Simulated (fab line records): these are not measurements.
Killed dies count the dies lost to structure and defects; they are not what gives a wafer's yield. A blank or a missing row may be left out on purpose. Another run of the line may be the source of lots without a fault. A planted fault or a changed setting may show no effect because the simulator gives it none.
Matching of chambers || flow n5_finfet || N5_BEOL_M4_DESCUM_33 on rie_diel-06 has 4 sister chambers
The step chemistry O2, time 7 s. 8 wafers are shown with their chamber, then 9 later ones without.

WAFERS PAIRED WITH THEIR CHAMBERS
{"wafer": "L078.3", "chamber": 1, "showerhead_plenum_p_Torr (Torr)": 2.03, "drypump_motor_current_A (A)": 5.4}
{"wafer": "L080.2", "chamber": 2, "showerhead_plenum_p_Torr (Torr)": 2.15, "drypump_motor_current_A (A)": 5.3}
{"wafer": "L080.5", "chamber": 1, "showerhead_plenum_p_Torr (Torr)": 2.03, "drypump_motor_current_A (A)": 5.5}
{"wafer": "L083.5", "chamber": 3, "showerhead_plenum_p_Torr (Torr)": 2.03, "drypump_motor_current_A (A)": 5.5}
{"wafer": "L083.6", "chamber": 0, "showerhead_plenum_p_Torr (Torr)": 2.02, "drypump_motor_current_A (A)": 6.5}
{"wafer": "L086.1", "chamber": 0, "showerhead_plenum_p_Torr (Torr)": 2.02, "drypump_motor_current_A (A)": 6.5}
{"wafer": "L086.5", "chamber": 3, "showerhead_plenum_p_Torr (Torr)": 2.02, "drypump_motor_current_A (A)": 5.5}
{"wafer": "L086.6", "chamber": 2, "showerhead_plenum_p_Torr (Torr)": 2.14, "drypump_motor_current_A (A)": 5.4}

WAFERS WITH NO CHAMBER GIVEN
{"wafer": "L087.1", "showerhead_plenum_p_Torr (Torr)": 2.02, "drypump_motor_current_A (A)": 5.5}
{"wafer": "L087.3", "showerhead_plenum_p_Torr (Torr)": 2.02, "drypump_motor_current_A (A)": 5.6}
{"wafer": "L087.6", "showerhead_plenum_p_Torr (Torr)": 2.02, "drypump_motor_current_A (A)": 5.5}
{"wafer": "L092.1", "showerhead_plenum_p_Torr (Torr)": 2.14, "drypump_motor_current_A (A)": 5.3}
{"wafer": "L092.4", "showerhead_plenum_p_Torr (Torr)": 2.02, "drypump_motor_current_A (A)": 5.5}
{"wafer": "L092.6", "showerhead_plenum_p_Torr (Torr)": 2.02, "drypump_motor_current_A (A)": 5.5}
{"wafer": "L095.3", "showerhead_plenum_p_Torr (Torr)": 2.01, "drypump_motor_current_A (A)": 6.5}
{"wafer": "L095.5", "showerhead_plenum_p_Torr (Torr)": 2.14, "drypump_motor_current_A (A)": 5.4}
{"wafer": "L095.6", "showerhead_plenum_p_Torr (Torr)": 2.02, "drypump_motor_current_A (A)": 5.6}

WHICH CHAMBER EACH WENT THROUGH
{"wafer": "L087.1", "from the rows above": "can't be placed: 3 or 1", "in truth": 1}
{"wafer": "L087.3", "from the rows above": "can't be placed: 3 or 1", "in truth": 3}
{"wafer": "L087.6", "from the rows above": "can't be placed: 3 or 1", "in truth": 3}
{"wafer": "L092.1", "from the rows above": 2, "in truth": 2}
{"wafer": "L092.4", "from the rows above": "can't be placed: 3 or 1", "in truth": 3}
{"wafer": "L092.6", "from the rows above": "can't be placed: 3 or 1", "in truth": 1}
{"wafer": "L095.3", "from the rows above": 0, "in truth": 0}
{"wafer": "L095.5", "from the rows above": 2, "in truth": 2}
{"wafer": "L095.6", "from the rows above": "can't be placed: 3 or 1", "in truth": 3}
Correct placement for 3 of the 9. Not placeable from these rows: 6 (in 6, the candidates include the true chamber). 0 placed wrongly.
How it was worked out, from the rows above alone: a wafer's distance from a chamber is the root of the sum, over the readings, of the square of ((its reading less the chamber's mean) divided by the reading's scatter). The wafer belongs to the nearest chamber; if the next one is less than 2 further off, it can't be placed. For every chamber, the mean is computed from those of its wafers that are shown. How the scatter is found: for the shown wafers, subtract from each reading the mean of its chamber, square and add these, divide the total by (wafers less chambers), then take the root.
